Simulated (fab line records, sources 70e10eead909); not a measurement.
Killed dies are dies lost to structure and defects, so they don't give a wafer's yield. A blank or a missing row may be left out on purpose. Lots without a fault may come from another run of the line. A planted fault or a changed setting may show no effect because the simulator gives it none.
Chamber matching | flow nand_harc | NHARC_A_M1_PRE_CLEAN_32 on pecvd-03: 3 sister chambers
The step time 12 s. 14 wafers are shown with their chamber, then 7 later ones without.

WAFERS WITH THEIR CHAMBER
wafer  | chamber | heater_power_w (W)
L081.2 | 1       | 576
L081.3 | 2       | 563
L081.5 | 2       | 565
L082.2 | 1       | 582
L082.4 | 0       | 764
L082.5 | 1       | 551
L083.1 | 0       | 767
L083.5 | 2       | 621
L083.6 | 0       | 743
L085.3 | 2       | 629
L085.4 | 0       | 692
L085.6 | 2       | 635
L087.1 | 1       | 531
L087.3 | 0       | 768

SIGNATURES (means of the wafers above)
reading        | chamber 0 | chamber 1 | chamber 2 | scatter within a chamber
heater_power_w | 746.80    | 560.00    | 602.60    | 31.5
Rule: a wafer's distance from a chamber is the root of the sum, over the readings, of the square of ((its reading less the chamber's mean) divided by the reading's scatter). The wafer belongs to the nearest chamber; if the next one is less than 2 further off, it can't be placed. The scatter: the root of (the sum of the squares of (reading less its chamber's mean) over the shown wafers, divided by (wafers less chambers)).

WAFERS WITHOUT THEIR CHAMBER
wafer  | heater_power_w (W)
L087.4 | 527
L090.1 | 626
L090.3 | 829
L090.4 | 616
L096.4 | 588
L096.5 | 737
L096.6 | 610

WHICH CHAMBER EACH WENT THROUGH
wafer  | from the rows above     | in truth
L087.4 | can't be placed: 1 or 2 | 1
L090.1 | can't be placed: 2 or 1 | 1
L090.3 | 0                       | 0
L090.4 | can't be placed: 2 or 1 | 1
L096.4 | can't be placed: 2 or 1 | 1
L096.5 | 0                       | 0
L096.6 | can't be placed: 2 or 1 | 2
Placed correctly: 2 of 7. Can't be placed from these rows: 5 (the true chamber is among the candidates in 5). Placed wrongly: 0.
